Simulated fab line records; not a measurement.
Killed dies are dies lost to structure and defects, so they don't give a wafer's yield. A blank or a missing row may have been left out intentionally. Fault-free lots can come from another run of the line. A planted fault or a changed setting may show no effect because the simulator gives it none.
fab line records | flow n5-finfet
record: lots: 14 | wafers: 42 | last-day: 18
route steps=1938 shown BEOL_M13@1704 BEOL_M14@1723
lots with no fault: from the same line, run without faults
start-h: hours from the record's opening day to when the first of the lot's shown wafers began | wait-h: hours since the lot's step before | " same as the row above | L1.1+2: a single row standing in for several wafers | - no value, or no start was given | * or withheld: withheld | < > ~ a bound
route shown NAME@n: NAME is a module with steps in the file, n the number in the route of the first one | usual: mean/standard deviation of fault-free wafers | same: alike in all rows | chamber/n: place in a boat | sites: the reading at each site | _std_site: standard deviation across them | _edge_site: inner sites' mean taken away from outer sites' mean | radius-mm: for every site, how far away it sits from the centre of the wafer | mask NAME#n: copy n | behind: the most recent tool/chamber to have shaped the wafer | hold: reason for holding the lot/hours on hold/outcome of the hold | device: the transistor (n, p or np) that didn't switch | end of line: at the end of the route, the tests of the same wafers | a step with no rows: only its recipe | killed: at the first sort, the dies lost to defects and structure; wafer yield is something else | map: shows each die of a wafer: x if killed, . if not, _ if none is there
set.NAME: the run value of the setting; set.NAME@STEP: its run value at that earlier step | model.NAME: the simulator's own value behind a step, which no gauge read
the route's steps for a sample of lots (tables are steps, rows are wafers)
services: a tool's chamber out of use, with start hour (start-h, from the record's first day; less than 0 if before it), hours out, and reason
== steps ==
step: N5_BEOL_M13_PRE_CLEAN_42
recipe: gas: H2/He | time-s: 30 | temp-c: 250
usual: heater-power-w: 334/27
lot.wafer | tool           | chamber | start-h | wait-h | heater-power-w
L313.2    | pvd-sputter-01 | -       | 239.50  | 0.0    | 377
L313.3    | "              | -       | "       | "      | 301
L313.6    | "              | -       | "       | "      | 312
L316.2    | pvd-sputter-01 | -       | 248.69  | 0.0    | 347
L316.5    | "              | -       | "       | "      | 290
L316.6    | "              | -       | "       | "      | 342
L314.2    | pvd-sputter-01 | -       | 249.01  | 0.0    | 305
L314.5    | "              | -       | "       | "      | 383
L314.6    | "              | -       | "       | "      | 301
L317.1    | pvd-sputter-01 | -       | 253.17  | 0.0    | 319
L317.3    | "              | -       | "       | "      | 385
L317.5    | "              | -       | "       | "      | 394
L318.1    | pvd-sputter-03 | -       | 266.76  | 0.0    | 317
L318.2    | "              | -       | "       | "      | 320
L318.4    | "              | -       | "       | "      | 308
L320.1    | pvd-sputter-02 | -       | 290.05  | 0.0    | 318
L320.3    | "              | -       | "       | "      | 334
L320.5    | "              | -       | "       | "      | 335
L326.3    | pvd-sputter-03 | -       | 319.28  | 0.0    | 355
L326.4    | "              | -       | "       | "      | 324
L326.6    | "              | -       | "       | "      | 324
L328.1    | pvd-sputter-01 | -       | 332.93  | 0.0    | 306
L328.2    | "              | -       | "       | "      | 352
L328.4    | "              | -       | "       | "      | 296
L330.1    | pvd-sputter-03 | -       | 349.40  | 0.0    | 336
L330.3    | "              | -       | "       | "      | 312
L330.4    | "              | -       | "       | "      | 347
L331.2    | pvd-sputter-03 | -       | 353.82  | 0.0    | 310
L331.4    | "              | -       | "       | "      | 331
L331.6    | "              | -       | "       | "      | 305
L332.2    | pvd-sputter-03 | -       | 365.99  | 0.0    | 320
L332.5    | "              | -       | "       | "      | 319
L332.6    | "              | -       | "       | "      | 349
L335.2    | pvd-sputter-01 | -       | 372.04  | 0.0    | 293
L335.3    | "              | -       | "       | "      | 351
L335.4    | "              | -       | "       | "      | 393
L334.1    | pvd-sputter-02 | -       | 379.33  | 0.0    | 374
L334.3    | "              | -       | "       | "      | 305
L334.4    | "              | -       | "       | "      | 338
L336.1    | pvd-sputter-01 | -       | 393.78  | 0.0    | 386
L336.2    | "              | -       | "       | "      | 361
L336.6    | "              | -       | "       | "      | 355
step: N5_BEOL_M13_SPUTTER_43
recipe: material: TaN | target-thk-a: 150 | temp-c: 50 | bias-v: 168.6 | power-w: 15000 | chamber-pressure-pa: 0.12 | time-s: 24.19
usual: throttle-valve-pct: 29.9/0.93
lot.wafer | tool           | chamber | start-h | wait-h | throttle-valve-pct
L313.2    | pvd-sputter-01 | -       | 239.54  | 0.0    | 30.2
L313.3    | "              | -       | "       | "      | 29.6
L313.6    | "              | -       | "       | "      | 31.2
L316.2    | pvd-sputter-01 | -       | 248.73  | 0.0    | 30.0
L316.5    | "              | -       | "       | "      | 29.6
L316.6    | "              | -       | "       | "      | 30.1
L314.2    | pvd-sputter-01 | -       | 249.05  | 0.0    | 31.5
L314.5    | "              | -       | "       | "      | 30.1
L314.6    | "              | -       | "       | "      | 31.5
L317.1    | pvd-sputter-01 | -       | 253.21  | 0.0    | 31.2
L317.3    | "              | -       | "       | "      | 30.3
L317.5    | "              | -       | "       | "      | 30.3
L318.1    | pvd-sputter-03 | -       | 266.80  | 0.0    | 31.3
L318.2    | "              | -       | "       | "      | 28.6
L318.4    | "              | -       | "       | "      | 30.6
L320.1    | pvd-sputter-02 | -       | 290.09  | 0.0    | 29.1
L320.3    | "              | -       | "       | "      | 28.5
L320.5    | "              | -       | "       | "      | 29.1
L326.3    | pvd-sputter-03 | -       | 319.32  | 0.0    | 29.9
L326.4    | "              | -       | "       | "      | 28.4
L326.6    | "              | -       | "       | "      | 31.8
L328.1    | pvd-sputter-01 | -       | 332.97  | 0.0    | 31.4
L328.2    | "              | -       | "       | "      | 30.1
L328.4    | "              | -       | "       | "      | 29.8
L330.1    | pvd-sputter-03 | -       | 349.44  | 0.0    | 28.5
L330.3    | "              | -       | "       | "      | 30.6
L330.4    | "              | -       | "       | "      | 29.6
L331.2    | pvd-sputter-03 | -       | 353.86  | 0.0    | 30.6
L331.4    | "              | -       | "       | "      | 28.5
L331.6    | "              | -       | "       | "      | 30.5
L332.2    | pvd-sputter-03 | -       | 366.03  | 0.0    | 31.6
L332.5    | "              | -       | "       | "      | 30.7
L332.6    | "              | -       | "       | "      | 29.7
L335.2    | pvd-sputter-01 | -       | 372.08  | 0.0    | 29.7
L335.3    | "              | -       | "       | "      | 30.3
L335.4    | "              | -       | "       | "      | 30.3
L334.1    | pvd-sputter-02 | -       | 379.37  | 0.0    | 29.5
L334.3    | "              | -       | "       | "      | 29.3
L334.4    | "              | -       | "       | "      | 29.4
L336.1    | pvd-sputter-01 | -       | 393.82  | 0.0    | 30.3
L336.2    | "              | -       | "       | "      | 30.2
L336.6    | "              | -       | "       | "      | 30.1
step: N5_BEOL_M14_PEB_08
recipe: peb-temp-c: 130 | peb-time-s: 90
usual: chill-plate-temp-C: 23.01/0.12 | exhaust-pa: 44.9/0.85
lot.wafer | tool           | chamber | start-h | wait-h | chill-plate-temp-C | exhaust-pa
L313.2    | litho-track-03 | 0       | 241.36  | 0.0    | 23.08              | 45.4
L313.3    | "              | 0       | "       | "      | 23.00              | 44.6
L313.6    | "              | 0       | "       | "      | 22.93              | 44.8
L316.2    | litho-track-05 | 0       | 250.46  | 0.0    | 23.06              | 44.9
L316.5    | "              | 0       | "       | "      | 23.01              | 44.8
L316.6    | "              | 0       | "       | "      | 22.88              | 44.5
L314.2    | litho-track-05 | 0       | 250.78  | 0.0    | 23.03              | 44.0
L314.5    | "              | 0       | "       | "      | 23.03              | 44.7
L314.6    | "              | 0       | "       | "      | 22.87              | 46.1
L317.1    | litho-track-05 | -       | 254.93  | 0.1    | -                  | -
L317.3    | "              | -       | "       | "      | -                  | -
L317.5    | "              | -       | "       | "      | -                  | -
L318.1    | litho-track-02 | -       | 268.84  | 0.1    | -                  | -
L318.2    | "              | -       | "       | "      | -                  | -
L318.4    | "              | -       | "       | "      | -                  | -
L320.1    | litho-track-02 | 0       | 291.69  | 0.1    | 22.86              | 43.0
L320.3    | "              | 0       | "       | "      | 22.88              | 44.1
L320.5    | "              | 0       | "       | "      | 22.75              | 44.0
L326.3    | litho-track-03 | 0       | 321.44  | 0.0    | 23.14              | 45.1
L326.4    | "              | 0       | "       | "      | 23.12              | 45.4
L326.6    | "              | 0       | "       | "      | 23.11              | 45.7
L328.1    | litho-track-05 | 0       | 335.05  | 0.1    | 23.10              | 45.3
L328.2    | "              | 0       | "       | "      | 23.11              | 43.9
L328.4    | "              | 0       | "       | "      | 22.95              | 43.8
L330.1    | litho-track-02 | 0       | 351.77  | 0.1    | 22.91              | 45.6
L330.3    | "              | 0       | "       | "      | 22.94              | 45.4
L330.4    | "              | 0       | "       | "      | 22.78              | 45.6
L331.2    | litho-track-02 | 0       | 355.46  | 0.0    | 23.24              | 43.5
L331.4    | "              | 0       | "       | "      | 23.10              | 44.2
L331.6    | "              | 0       | "       | "      | 23.06              | 44.6
L332.2    | litho-track-02 | 0       | 367.89  | 0.0    | 22.99              | 45.2
L332.5    | "              | 0       | "       | "      | 22.95              | 46.4
L332.6    | "              | 0       | "       | "      | 23.02              | 44.6
L335.2    | litho-track-03 | 0       | 374.00  | 0.0    | 23.16              | 45.4
L335.3    | "              | 0       | "       | "      | 23.15              | 44.8
L335.4    | "              | 0       | "       | "      | 23.05              | 44.7
L334.1    | litho-track-05 | 0       | 380.98  | 0.1    | 23.13              | 44.7
L334.3    | "              | 0       | "       | "      | 23.00              | 44.4
L334.4    | "              | 0       | "       | "      | 23.01              | 44.4
L336.1    | litho-track-02 | 0       | 395.80  | 0.1    | 22.91              | 43.5
L336.2    | "              | 0       | "       | "      | 22.99              | 44.2
L336.6    | "              | 0       | "       | "      | 23.20              | 44.1
step: N5_BEOL_M14_OVL_MEAS_11
recipe: points-per-wafer: 44
usual: V13_OVL: 1/4.7
lot.wafer | tool       | chamber | start-h | wait-h | V13_OVL[nm]
L313.2    | overlay-02 | 0       | 241.50  | 0.0    | 1
L313.3    | "          | 0       | "       | "      | 0
L313.6    | "          | 0       | "       | "      | -1
L316.2    | overlay-01 | 0       | 250.61  | 0.0    | -1
L316.5    | "          | 0       | "       | "      | 0
L316.6    | "          | 0       | "       | "      | -4
L314.2    | overlay-02 | 0       | 250.92  | 0.0    | 5
L314.5    | "          | 0       | "       | "      | 6
L314.6    | "          | 0       | "       | "      | 4
L317.1    | overlay-02 | 0       | 255.08  | 0.0    | -
L317.3    | "          | 0       | "       | "      | -
L317.5    | "          | 0       | "       | "      | -
L318.1    | overlay-02 | 0       | 268.99  | 0.0    | -
L318.2    | "          | 0       | "       | "      | -
L318.4    | "          | 0       | "       | "      | -
L320.1    | overlay-01 | 0       | 291.84  | 0.0    | -2
L320.3    | "          | 0       | "       | "      | 1
L320.5    | "          | 0       | "       | "      | -1
L326.3    | overlay-02 | 0       | 321.58  | 0.0    | -5
L326.4    | "          | 0       | "       | "      | 2
L326.6    | "          | 0       | "       | "      | -5
L328.1    | overlay-01 | 0       | 335.19  | 0.0    | -4
L328.2    | "          | 0       | "       | "      | 0
L328.4    | "          | 0       | "       | "      | -2
L330.1    | overlay-02 | 0       | 351.92  | 0.0    | 1
L330.3    | "          | 0       | "       | "      | -5
L330.4    | "          | 0       | "       | "      | 8
L331.2    | overlay-02 | 0       | 355.61  | 0.0    | 5
L331.4    | "          | 0       | "       | "      | 10
L331.6    | "          | 0       | "       | "      | 2
L332.2    | overlay-01 | 0       | 368.03  | 0.0    | 0
L332.5    | "          | 0       | "       | "      | 5
L332.6    | "          | 0       | "       | "      | 10
L335.2    | overlay-02 | 0       | 374.15  | 0.0    | -1
L335.3    | "          | 0       | "       | "      | -5
L335.4    | "          | 0       | "       | "      | 3
L334.1    | overlay-02 | 0       | 381.13  | 0.0    | 2
L334.3    | "          | 0       | "       | "      | 5
L334.4    | "          | 0       | "       | "      | 14
L336.1    | overlay-01 | 0       | 395.95  | 0.0    | 8
L336.2    | "          | 0       | "       | "      | -2
L336.6    | "          | 0       | "       | "      | 9
== services ==
tool           | chamber | start-h | hours | kind
pvd-sputter-01 | -       | 310.44  | 9.1   | repair
pvd-sputter-03 | -       | 336.33  | 4.2   | repair
== key ==
first-sign: step: N5_BEOL_M14_PEB_08 | reading: tool-record | direction: missing
effect none on later readings
met-at N5_BEOL_M14_PEB_08
struck-lots L317,L318
later-rows-left-out L317.1,L317.3,L317.5,L318.1,L318.2,L318.4
sort-left-out L317.1,L317.3,L317.5,L318.1,L318.2,L318.4
not-acting-at N5_BEOL_M13_PRE_CLEAN_42,N5_BEOL_M13_SPUTTER_43,N5_BEOL_M14_OVL_MEAS_11
onset-between 250.78 254.93
fault: kind: skipped-step-whole | tool: litho-track-02,litho-track-05 | chamber: - | onset-h: 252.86 | steps: N5_BEOL_M14_PEB_08 | scope: struck-lots-only
sort-left-out: the simulated sort isn't trusted on such a fault, so these wafers' sort isn't shown, and their yield isn't known
later-rows-left-out: the simulator's readings of these wafers behind a module that went badly wrong aren't trusted and aren't shown, but for the sort
